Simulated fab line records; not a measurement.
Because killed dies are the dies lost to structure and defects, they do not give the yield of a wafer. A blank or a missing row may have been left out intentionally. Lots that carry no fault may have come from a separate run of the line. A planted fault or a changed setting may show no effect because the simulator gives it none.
Matching of chambers    flow n5_finfet    N5_BEOL_M0_CO_CAP_123 on cvd_co-01 has 3 sister chambers
The step material Co, precursor CCTBA/H2, target thk 2 nm, time 102.1 s. 6 wafers are shown with their chamber, then 12 later ones without.

## WAFERS PAIRED WITH THEIR CHAMBERS
wafer   chamber  heater_power_w (W)
L088.4  1        245
L088.5  0        259
L088.6  2        192
L089.2  1        242
L089.4  2        188
L089.6  0        263

## WAFERS WITHOUT THEIR CHAMBER
wafer   heater_power_w (W)
L091.4  256
L091.5  197
L091.6  245
L093.1  236
L093.3  261
L093.4  198
L096.1  194
L096.4  247
L096.5  199
L097.1  195
L097.4  262
L097.6  242

## WHICH CHAMBER EACH WENT THROUGH
wafer   from the rows above  in truth
L091.4  0                    0
L091.5  2                    2
L091.6  1                    1
L093.1  1                    1
L093.3  0                    0
L093.4  2                    2
L096.1  2                    2
L096.4  1                    1
L096.5  2                    2
L097.1  2                    2
L097.4  0                    0
L097.6  1                    1
Correct placement for 12 of the 12. Not placeable from these rows: 0. Placed wrongly: 0.
How it was worked out, from the rows above alone: a wafer's distance from a chamber is the root of the sum, over the readings, of the square of ((its reading less the chamber's mean) divided by the reading's scatter). The wafer belongs to the nearest chamber; if the next one is less than 2 further off, it can't be placed. A chamber's mean is the mean of its shown wafers. How the scatter is found: for the shown wafers, subtract from each reading the mean of its chamber, square and add these, divide the total by (wafers less chambers), then take the root.
